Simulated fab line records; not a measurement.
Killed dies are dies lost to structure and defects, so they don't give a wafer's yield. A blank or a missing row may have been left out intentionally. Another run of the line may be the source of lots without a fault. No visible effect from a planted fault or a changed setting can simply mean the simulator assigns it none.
fab line records	flow nandHarc
record: lots: 14	wafers: 42	lastDay: 33
route steps=1302 shown P_STI@89 P_GATE@139
lots that met no fault: from a run of the same line without faults
startH: start of the lot's first displayed wafer, in hours after the record's first day	waitH: how many hours have passed since the lot's step before this one	" as in the row above	L1.1+2: one row covering several wafers at once	- no value present, or no start provided	* or withheld: withheld	< > ~ a bound
route shown NAME@n: NAME is a module with steps in the file, n the number in the route of the first one	usual: mean/standard deviation of fault-free wafers	same: alike in all rows	chamber/n: place in a boat	sites: each site's reading	_std_site: their standard deviation	_edge_site: the outer-site mean with the inner-site mean subtracted	radiusMm: for every site, how far away it sits from the centre of the wafer	mask NAME#n: copy n	behind: tool/chamber where the wafer was last shaped	hold: why the lot went on hold/how many hours it stayed there/how the hold came to an end	device: whichever transistor did not switch (one of n, p or np)	end of line: the same wafers' tests at the end of the route	where a step has no rows: the recipe by itself	killed: at the first sort, the dies lost to defects and structure; wafer yield is something else	map: a wafer's dies, marking killed ones x, the rest . and places with no die _
set.NAME: setting as actually run; set.NAME@STEP: the setting as run at that earlier step	model.NAME: the simulator's own value behind a step, which no gauge read
one table for each step of the route and one row for each wafer, over a sample of lots
services: from which hour (startH, from the record's first day; less than 0 if before it) a tool's chamber was out of use, for how many hours, and why
== steps ==
step: NHARC_P_STI_ETCH_31
recipe: targetDepthA: 1089	timeS: 54.5	cf4FlowSccm: 100	chf3FlowSccm: 30	arFlowSccm: 0	rfW: 500	biasW: 200	chemistry: CF4/CHF3
usual: chamberPressureMTorr: 25.000/0.025	drypumpMotorCurrentA: 5.7/0.31	mfcArSccm: 0.003/0.0051	oesProductAu: 0.968/0.02	rfFwdPowerW: 493.9/2.4	rfVppV: 370.6/2.6	showerheadPlenumPTorr: 1.57/0.071	throttleValvePct: 16.803/0.0092
lot.wafer	tool	chamber	startH	waitH	chamberPressureMTorr	drypumpMotorCurrentA	mfcArSccm	oesProductAu	rfFwdPowerW	rfHoursCounterH	rfVppV	showerheadPlenumPTorr	throttleValvePct
L385.4	rieDiel-01	1	-	-	24.981	5.8	0	0.981	496.6	0	375.5	1.67	16.813
L385.1	"	2	"	"	24.972	5.7	0.011	0.970	490.0	0	370.5	1.59	16.810
L385.6	"	0	"	"	24.960	5.2	0	0.992	495.9	-	370.2	1.55	16.808
L387.2	rieDiel-07	2	-	-	25.000	6.3	0	0.950	489.9	11	368.7	1.52	16.822
L387.6	"	3	"	"	24.993	5.4	0	0.966	494.9	-	370.9	1.58	16.814
L387.5	"	0	"	"	25.023	5.7	0.008	0.970	497.1	-	366.5	1.48	16.795
L389.3	rieDiel-01	3	-	-	24.993	5.8	0	0.939	491.6	3	367.1	1.48	16.818
L389.1	"	0	"	"	24.986	5.2	0	0.941	493.2	2	370.2	1.55	16.802
L389.6	"	2	"	"	25.031	5.8	0.011	0.937	491.9	-	372.0	1.59	16.788
L390.1	rieDiel-07	0	-	-	25.011	5.7	0.008	0.970	495.2	14	368.6	1.48	16.803
L390.2	"	2	"	"	25.050	6.3	0	0.957	488.7	13	368.3	1.52	16.816
L390.6	"	0	"	"	25.027	5.6	0.008	0.965	495.8	-	367.2	1.48	16.796
L391.4	rieDiel-01	1	-	-	24.953	5.8	0	0.961	495.8	3	372.8	1.67	16.780
L391.3	"	2	"	"	25.017	5.7	0.011	1.001	492.2	3	370.3	1.58	16.807
L391.2	"	0	"	"	25.002	5.2	0	0.979	498.2	3	370.1	1.55	16.804
L393.3	rieDiel-01	1	-	-	25.037	5.8	0	0.976	494.3	4	374.3	1.67	16.793
L393.6	"	2	"	"	25.064	5.7	0.011	0.992	492.6	-	370.6	1.59	16.805
L393.5	"	3	"	"	24.990	5.8	0	0.970	489.8	-	366.4	1.48	16.811
L394.4	rieDiel-01	3	-	-	24.974	5.8	0	0.989	494.7	5	368.8	1.48	16.801
L394.1	"	0	"	"	24.986	5.2	0	0.993	497.3	5	369.4	1.55	16.812
L394.2	"	1	"	"	24.992	5.8	0	0.959	493.0	4	372.6	1.67	16.804
L396.3	rieDiel-03	3	-	-	24.978	5.8	0.004	0.975	494.6	2	376.1	1.69	16.798
L396.2	"	1	"	"	24.979	5.4	0	0.984	493.0	2	368.8	1.55	16.801
L396.1	"	2	"	"	24.989	6.2	0	0.958	492.2	2	370.7	1.58	16.809
L400.2	rieDiel-01	3	-	-	24.987	5.8	0	0.982	491.9	7	367.5	1.48	16.793
L400.4	"	0	"	"	25.015	5.2	0	0.964	495.6	7	368.9	1.55	16.803
L400.3	"	1	"	"	25.009	5.8	0	0.952	495.4	6	374.6	1.67	16.813
L404.4	rieDiel-01	0	-	-	24.991	5.2	0	1.000	495.8	2	370.0	1.55	16.820
L404.2	"	2	"	"	24.958	5.8	0.011	0.973	494.6	2	371.4	1.58	16.803
L404.6	"	0	"	"	24.990	5.2	0	0.992	496.6	-	369.4	1.55	16.809
L405.2	rieDiel-03	3	-	-	25.033	5.8	0.004	0.972	493.8	6	374.4	1.69	16.798
L405.4	"	2	"	"	24.974	6.2	0	0.952	494.0	9	370.7	1.58	16.808
L405.5	"	0	"	"	25.000	5.4	0.016	0.985	498.0	-	373.1	1.65	16.817
L406.2	rieDiel-03	3	-	-	25.011	5.8	0.004	0.974	494.3	6	374.4	1.69	16.802
L406.1	"	2	"	"	25.013	6.2	0	0.977	495.5	9	370.4	1.58	16.804
L406.5	"	0	"	"	25.003	5.4	0.016	0.968	495.3	-	372.6	1.65	16.813
L407.3	rieDiel-03	0	-	-	25.009	5.4	0.016	0.967	495.7	8	372.9	1.64	16.807
L407.5	"	1	"	"	25.009	5.4	0	0.972	496.8	-	369.7	1.54	16.820
L407.6	"	2	"	"	25.018	6.2	0	0.953	493.0	-	371.2	1.58	16.809
L408.2	rieDiel-01	1	-	-	25.011	5.8	0	0.946	497.4	3	374.3	1.67	16.815
L408.3	"	2	"	"	25.017	5.7	0.011	0.973	491.8	3	372.2	1.58	16.805
L408.1	"	3	"	"	25.031	5.8	0	0.992	491.4	3	367.4	1.48	16.814
step: NHARC_P_GATE_PEB_24
recipe: pebTempC: 100	pebTimeS: 65
usual: heaterPowerTotalW: 156.7/0.41	plateTempC: 99.98/0.11	resistLineTempC: 23.02/0.1
lot.wafer	tool	chamber	startH	waitH	heaterPowerTotalW	plateTempC	resistLineTempC
L385.1	lithoTrack-06	0	100.08	0.1	157.0	99.90	23.11
L385.4	"	0	"	"	156.6	100.05	22.92
L385.6	"	0	"	"	157.1	100.00	22.89
L387.2	lithoTrack-06	0	114.27	0.1	156.9	100.06	22.95
L387.5	"	0	"	"	157.1	99.98	23.07
L387.6	"	0	"	"	157.0	100.11	23.02
L389.1	lithoTrack-01	0	139.42	0.1	157.2	99.80	22.90
L389.3	"	0	"	"	156.6	100.04	23.10
L389.6	"	0	"	"	157.0	100.23	23.13
L390.1	lithoTrack-04	0	142.61	0.1	157.0	100.12	23.12
L390.2	"	0	"	"	155.9	99.93	23.15
L390.6	"	0	"	"	156.2	100.02	23.09
L391.2	lithoTrack-04	0	155.23	0.1	157.1	99.97	23.13
L391.3	"	0	"	"	156.2	100.08	23.01
L391.4	"	0	"	"	156.6	100.16	23.09
L393.3	lithoTrack-04	0	178.42	0.0	156.4	99.93	22.94
L393.5	"	0	"	"	157.2	99.99	23.00
L393.6	"	0	"	"	157.1	99.91	23.03
L394.1	lithoTrack-01	0	185.29	0.1	156.1	99.98	23.09
L394.2	"	0	"	"	157.2	100.03	23.15
L394.4	"	0	"	"	156.4	100.05	22.87
L396.1	lithoTrack-01	0	205.22	0.1	157.2	100.18	23.10
L396.2	"	0	"	"	156.1	99.97	23.04
L396.3	"	0	"	"	156.2	100.10	23.15
L400.2	lithoTrack-04	0	245.10	0.1	157.2	99.78	22.97
L400.3	"	0	"	"	157.0	99.88	22.92
L400.4	"	0	"	"	156.0	100.03	22.90
L404.2	lithoTrack-06	0	296.34	0.1	157.1	99.92	22.76
L404.4	"	0	"	"	157.1	100.20	22.67
L404.6	"	0	"	"	156.2	100.09	23.02
L405.2	lithoTrack-01	0	298.08	0.1	147.0	95.57	23.10
L405.4	"	0	"	"	147.3	95.57	22.86
L405.5	"	0	"	"	146.8	95.45	22.92
L406.1	lithoTrack-01	0	303.13	0.1	146.7	95.55	22.97
L406.2	"	0	"	"	147.5	95.53	22.91
L406.5	"	0	"	"	146.7	95.37	23.18
L407.3	lithoTrack-06	0	321.06	0.0	156.5	100.07	23.04
L407.5	"	0	"	"	156.3	100.12	23.09
L407.6	"	0	"	"	157.2	100.17	23.11
L408.1	lithoTrack-04	0	322.41	0.1	157.1	99.85	22.91
L408.2	"	0	"	"	157.0	99.99	23.13
L408.3	"	0	"	"	156.1	100.13	23.06
step: NHARC_P_GATE_CD_MEAS_26
recipe: targetCdNm: 120	landingEnergyEv: 500
usual: cdNm: 119.8/0.9
lot.wafer	tool	chamber	startH	waitH	cdNm
L385.1	cdSem-03	0	100.15	-	119.2
L385.4	"	0	"	"	119.3
L385.6	"	0	"	"	118.6
L387.2	cdSem-02	0	114.35	-	119.2
L387.5	"	0	"	"	118.5
L387.6	"	0	"	"	118.5
L389.1	cdSem-01	0	139.50	-	120.1
L389.3	"	0	"	"	119.8
L389.6	"	0	"	"	119.9
L390.1	cdSem-02	0	142.69	-	120.3
L390.2	"	0	"	"	119.6
L390.6	"	0	"	"	119.9
L391.2	cdSem-03	0	155.31	-	120.4
L391.3	"	0	"	"	120.1
L391.4	"	0	"	"	120.2
L393.3	cdSem-03	0	178.51	-	120.2
L393.5	"	0	"	"	119.3
L393.6	"	0	"	"	119.9
L394.1	cdSem-01	0	185.37	-	120.9
L394.2	"	0	"	"	120.2
L394.4	"	0	"	"	120.8
L396.1	cdSem-02	0	205.30	-	121.5
L396.2	"	0	"	"	119.4
L396.3	"	0	"	"	120.6
L400.2	cdSem-03	0	245.18	-	121.2
L400.3	"	0	"	"	120.4
L400.4	"	0	"	"	121.2
L404.2	cdSem-01	0	296.42	-	118.5
L404.4	"	0	"	"	119.2
L404.6	"	0	"	"	118.8
L405.2	cdSem-02	0	298.16	-	137.7
L405.4	"	0	"	"	138.1
L405.5	"	0	"	"	138.5
L406.1	cdSem-01	0	303.21	-	137.5
L406.2	"	0	"	"	138.0
L406.5	"	0	"	"	137.8
L407.3	cdSem-01	0	321.14	-	119.0
L407.5	"	0	"	"	118.4
L407.6	"	0	"	"	117.3
L408.1	cdSem-02	0	322.49	-	120.0
L408.2	"	0	"	"	119.9
L408.3	"	0	"	"	119.3
step: NHARC_P_GATE_HM_OPEN_105
recipe: targetDepthA: 3600	o2FlowSccm: 400	cosFlowSccm: 20	arFlowSccm: 0	rfW: 500	biasW: 300	chemistry: O2/COS
usual: chamberPressureMTorr: 20.002/0.018	cosFlowSccm: 20.00/0.06	drypumpMotorCurrentA: 5.6/0.46	mfcArSccm: 0.007/0.012	oesProductAu: 0.999/0.013	rfFwdPowerW: 498.0/1.5	rfVppV: 467.1/2.5	showerheadPlenumPTorr: 3.12/0.11	throttleValvePct: 28.329/0.0091
lot.wafer	tool	chamber	startH	waitH	chamberPressureMTorr	cosFlowSccm	drypumpMotorCurrentA	mfcArSccm	oesProductAu	rfFwdPowerW	rfHoursCounterH	rfVppV	showerheadPlenumPTorr	throttleValvePct
L385.4	rieDiel-04	0	-	-	20.028	19.98	5.1	0	1.002	497.0	5	470.9	3.24	28.324
L385.1	"	1	"	"	20.003	19.96	5.7	0	1.031	500.3	5	470.5	3.23	28.317
L385.6	"	0	"	"	19.999	19.93	5.1	0	1.010	497.9	-	469.7	3.24	28.335
L387.2	rieDiel-08	1	-	-	20.000	20.00	6.3	0	0.998	501.8	8	468.0	3.15	28.330
L387.6	"	3	"	"	20.024	20.02	5.7	0	0.995	496.3	-	467.5	3.12	28.330
L387.5	"	0	"	"	20.034	20.03	5.5	0	1.000	497.7	-	463.4	2.92	28.324
L389.1	rieDiel-11	3	-	-	20.017	19.84	5.4	0.010	0.993	498.1	1	471.7	3.31	28.316
L389.3	"	2	"	"	19.981	19.96	5.8	0.028	0.975	500.3	1	466.9	3.12	28.329
L389.6	"	3	"	"	20.006	19.90	5.4	0.010	1.010	498.5	-	471.9	3.30	28.334
L390.2	rieDiel-08	3	-	-	20.038	20.05	5.7	0	1.004	495.2	4	466.6	3.12	28.322
L390.1	"	1	"	"	19.977	20.01	6.2	0	1.021	498.0	10	467.5	3.15	28.329
L390.6	"	1	"	"	20.021	20.00	6.2	0	1.002	496.2	-	468.5	3.15	28.325
L391.4	rieDiel-08	2	-	-	19.984	19.91	4.6	0	1.002	496.4	11	464.6	3.00	28.340
L391.2	"	3	"	"	19.975	19.97	5.7	0	0.998	495.4	6	467.0	3.12	28.331
L391.3	"	1	"	"	19.975	20.09	6.2	0	1.003	498.1	11	466.7	3.15	28.330
L393.3	rieDiel-11	0	-	-	20.008	20.02	6.1	0.015	0.996	495.3	5	466.8	3.03	28.317
L393.6	"	3	"	"	19.996	20.01	5.3	0.010	0.984	498.3	-	471.2	3.30	28.335
L393.5	"	0	"	"	20.007	19.98	6.1	0.015	0.985	498.1	-	465.6	3.03	28.328
L394.4	rieDiel-08	1	-	-	20.013	20.06	6.2	0	0.994	494.8	13	467.7	3.15	28.330
L394.1	"	2	"	"	19.987	20.00	4.6	0	1.001	496.6	14	465.2	3.00	28.323
L394.2	"	3	"	"	20.023	20.05	5.7	0	1.004	496.8	8	468.0	3.12	28.328
L396.3	rieDiel-11	3	-	-	20.009	20.00	5.4	0.010	0.996	498.2	6	469.6	3.30	28.317
L396.1	"	0	"	"	20.020	20.07	6.1	0.015	0.998	501.0	6	464.4	3.03	28.332
L396.2	"	1	"	"	20.028	19.96	6.0	0.038	0.998	500.3	6	466.7	3.09	28.327
L400.3	rieDiel-08	0	-	-	20.018	20.00	5.5	0	0.998	497.0	3	462.1	2.92	28.336
L400.4	"	1	"	"	19.997	20.07	6.2	0	0.997	500.0	3	467.9	3.15	28.348
L400.2	"	2	"	"	20.028	20.08	4.6	0	1.007	496.7	2	464.4	2.99	28.339
L404.2	rieDiel-11	2	-	-	19.990	20.06	5.9	0.028	0.991	498.8	1	467.2	3.12	28.334
L404.4	"	0	"	"	19.998	20.01	6.1	0.015	1.003	499.0	1	466.6	3.03	28.336
L404.6	"	1	"	"	19.980	20.04	6.1	0.038	0.995	497.7	-	466.5	3.09	28.338
L405.4	rieDiel-08	0	-	-	19.996	20.09	5.5	0	0.985	497.4	5	462.5	2.91	28.318
L405.2	"	2	"	"	20.016	19.99	4.6	0	1.019	496.0	5	463.4	2.99	28.336
L405.5	"	1	"	"	20.006	20.10	6.2	0	1.021	499.3	-	466.3	3.15	28.332
L406.1	rieDiel-04	3	-	-	20.013	19.97	5.8	0	0.985	499.8	5	469.9	3.22	28.322
L406.2	"	0	"	"	20.011	20.03	5.1	0	1.003	499.6	8	469.8	3.24	28.333
L406.5	"	0	"	"	19.994	19.98	5.1	0	1.002	498.2	-	470.2	3.24	28.325
L407.3	rieDiel-11	2	-	-	19.960	20.02	5.9	0.028	0.992	497.7	3	467.6	3.11	28.329
L407.5	"	2	"	"	20.000	20.01	5.8	0.028	0.987	497.3	-	466.7	3.11	28.323
L407.6	"	3	"	"	19.994	19.96	5.3	0.010	0.984	497.1	-	470.2	3.30	28.316
L408.3	rieDiel-08	0	-	-	19.983	20.06	5.5	0	0.993	498.8	6	462.3	2.91	28.340
L408.2	"	2	"	"	19.982	19.96	4.6	0	1.025	501.4	6	462.5	2.99	28.334
L408.1	"	3	"	"	19.999	20.05	5.7	0	0.991	499.4	7	466.7	3.11	28.328
step: NHARC_P_GATE_ETCHBACK_37
recipe: targetDepthA: 345	timeS: 17.2	chf3FlowSccm: 50	o2FlowSccm: 10	arFlowSccm: 200	rfW: 500	biasW: 200	chemistry: CHF3/O2
usual: chamberPressureMTorr: 25.004/0.021	drypumpMotorCurrentA: 5.6/0.45	mfcArSccm: 200.0/0.57	oesProductAu: 0.95/0.031	rfFwdPowerW: 490.6/2.7	rfVppV: 370.5/1.9	showerheadPlenumPTorr: 2.40/0.082	throttleValvePct: 20.572/0.0089
lot.wafer	tool	chamber	startH	waitH	chamberPressureMTorr	drypumpMotorCurrentA	mfcArSccm	oesProductAu	rfFwdPowerW	rfHoursCounterH	rfVppV	showerheadPlenumPTorr	throttleValvePct
L385.4	rieDiel-11	2	-	-	25.006	5.8	199.4	0.98	491.9	0	370.3	2.40	20.566
L385.1	"	3	"	"	24.991	5.3	200.5	1.01	486.4	0	373.7	2.55	20.574
L385.6	"	1	"	"	25.001	6.0	200.2	1.00	491.2	-	368.4	2.38	20.582
L387.2	rieDiel-11	3	-	-	25.002	5.3	200.2	1.00	487.4	0	374.1	2.55	20.581
L387.6	"	2	"	"	25.048	5.8	200.4	0.97	494.7	-	370.2	2.40	20.570
L387.5	"	3	"	"	25.007	5.3	200.0	1.01	487.4	-	373.6	2.55	20.579
L389.1	rieDiel-04	2	-	-	25.005	5.4	200.2	0.92	495.3	7	369.8	2.36	20.569
L389.3	"	3	"	"	25.005	5.8	199.0	0.92	496.0	7	373.1	2.48	20.577
L389.6	"	3	"	"	24.970	5.8	199.3	0.93	493.6	-	372.4	2.48	20.591
L390.2	rieDiel-11	1	-	-	24.991	6.0	200.6	0.98	491.3	3	370.7	2.38	20.555
L390.1	"	3	"	"	25.023	5.3	198.3	1.00	486.2	2	373.8	2.54	20.575
L390.6	"	0	"	"	25.019	6.1	199.6	0.99	488.3	-	369.1	2.33	20.570
L391.2	rieDiel-08	0	-	-	25.028	5.5	199.4	0.93	490.9	11	366.5	2.24	20.582
L391.4	"	1	"	"	25.021	6.2	199.8	0.94	493.3	12	369.2	2.43	20.580
L391.3	"	2	"	"	25.006	4.6	199.0	0.96	488.9	12	369.7	2.30	20.581
L393.3	rieDiel-08	3	-	-	25.027	5.7	199.7	1.00	488.2	8	370.5	2.40	20.566
L393.5	"	2	"	"	25.037	4.6	199.6	1.02	489.6	-	368.8	2.30	20.554
L393.6	"	3	"	"	25.000	5.7	200.8	1.00	486.9	-	369.7	2.40	20.574
L394.4	rieDiel-11	3	-	-	25.025	5.3	200.1	0.92	486.0	6	374.2	2.54	20.569
L394.1	"	0	"	"	25.001	6.1	200.6	0.91	485.6	6	370.2	2.33	20.577
L394.2	"	1	"	"	25.020	6.1	199.9	0.92	489.4	6	371.0	2.38	20.577
L396.3	rieDiel-04	2	-	-	24.998	5.4	199.9	0.94	494.7	0	368.9	2.36	20.576
L396.2	"	3	"	"	25.015	5.8	200.6	0.93	495.4	1	370.8	2.48	20.568
L396.1	"	1	"	"	24.988	5.7	199.6	0.99	491.0	1	373.2	2.49	20.559
L400.3	rieDiel-08	1	-	-	24.972	6.2	200.4	0.92	493.1	3	371.7	2.42	20.566
L400.2	"	2	"	"	24.985	4.6	198.9	0.94	490.7	2	367.4	2.30	20.567
L400.4	"	1	"	"	25.017	6.2	199.9	0.92	493.2	-	370.3	2.42	20.558
L405.4	rieDiel-08	0	-	-	25.014	5.5	200.2	0.93	490.9	5	367.8	2.24	20.570
L405.2	"	1	"	"	25.002	6.2	199.9	0.94	493.7	7	370.3	2.42	20.573
L405.5	"	3	"	"	25.041	5.7	199.8	0.93	487.7	-	370.0	2.40	20.572
L404.2	rieDiel-04	0	-	-	24.986	5.1	199.5	0.93	492.1	8	372.2	2.49	20.577
L404.4	"	3	"	"	24.998	5.8	200.2	0.91	496.7	5	373.1	2.48	20.570
L404.6	"	1	"	"	25.003	5.8	200.4	0.93	491.7	-	371.0	2.49	20.560
L406.1	rieDiel-08	0	-	-	24.988	5.5	200.6	0.92	492.9	5	366.8	2.24	20.569
L406.2	"	1	"	"	24.987	6.2	200.1	0.93	493.4	7	370.6	2.42	20.580
L406.5	"	0	"	"	25.012	5.4	200.0	0.92	492.6	-	366.8	2.24	20.583
L408.3	rieDiel-08	3	-	-	25.014	5.7	199.8	0.92	485.1	7	370.0	2.40	20.568
L408.2	"	1	"	"	25.006	6.2	200.5	0.91	490.2	8	371.7	2.42	20.587
L408.1	"	2	"	"	25.022	4.6	200.8	0.95	486.4	6	367.8	2.30	20.578
L407.3	rieDiel-04	1	-	-	24.987	5.7	199.8	0.92	491.3	10	372.8	2.48	20.584
L407.6	"	1	"	"	25.029	5.7	200.2	0.92	492.0	-	372.2	2.48	20.576
L407.5	"	2	"	"	25.014	5.5	198.9	0.93	492.9	-	369.9	2.35	20.581
== services ==
tool	chamber	startH	hours	kind
rieDiel-01	-	26.80	9.0	pm
lithoTrack-04	-	28.00	7.0	pm
rieDiel-11	2	39.79	8.7	repair
rieDiel-08	3	75.38	32.1	repair
rieDiel-01	-	95.34	0.7	repair
rieDiel-11	-	98.31	9.0	pm
rieDiel-11	3	120.62	1.8	repair
rieDiel-04	1	132.03	14.0	repair
rieDiel-08	0	142.42	2.7	repair
rieDiel-04	-	177.90	9.0	pm
rieDiel-04	1	187.13	15.8	repair
rieDiel-08	-	190.80	9.0	pm
rieDiel-04	2	202.81	8.5	repair
rieDiel-01	-	203.80	9.0	pm
rieDiel-04	1	203.94	5.0	repair
rieDiel-08	2	210.77	8.3	repair
rieDiel-08	1	212.70	6.9	repair
rieDiel-04	3	218.81	16.7	repair
rieDiel-08	2	220.33	8.0	repair
rieDiel-08	2	230.67	10.7	repair
rieDiel-01	3	241.25	8.4	repair
rieDiel-08	0	252.25	7.6	repair
rieDiel-11	-	275.31	9.0	pm
rieDiel-11	2	325.45	2.1	repair
== key ==
firstSign: step: NHARC_P_GATE_PEB_24	reading: plateTempC	direction: down	sigmas: 42	usual: *	struck: *
effect: step: NHARC_P_GATE_PEB_24	reading: heaterPowerTotalW	direction: down	sigmas: 23	usual: *	struck: *
effect: step: NHARC_P_GATE_CD_MEAS_26	reading: cdNm	direction: up	sigmas: 20	usual: 119.8	struck: 137.9
metAt NHARC_P_GATE_PEB_24
struckLots L405,L406
sortLeftOut L405.2,L405.4,L405.5,L406.1,L406.2,L406.5
testerLeftOut L405,L406
notActingAt NHARC_P_STI_ETCH_31,NHARC_P_GATE_HM_OPEN_105,NHARC_P_GATE_ETCHBACK_37
onsetBetween 205.22 298.08
fault: kind: processParameterDrift	tool: lithoTrack-01	chamber: -	onsetH: 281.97	steps: NHARC_P_GATE_PEB_24	channel: pebTempC	offset: *	shape: step	endH: 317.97	actsIn: *	stated: *
testerLeftOut: of these lots the tester's yield and bins aren't shown, on N5 and GAA mostly nor the transistor test; their killed dies are dies lost to structure and defects alone, not to doping, threshold or leakage, so they don't give the yield
sortLeftOut: the simulated sort isn't trusted on such a fault, so these wafers' sort isn't shown, and their yield isn't known
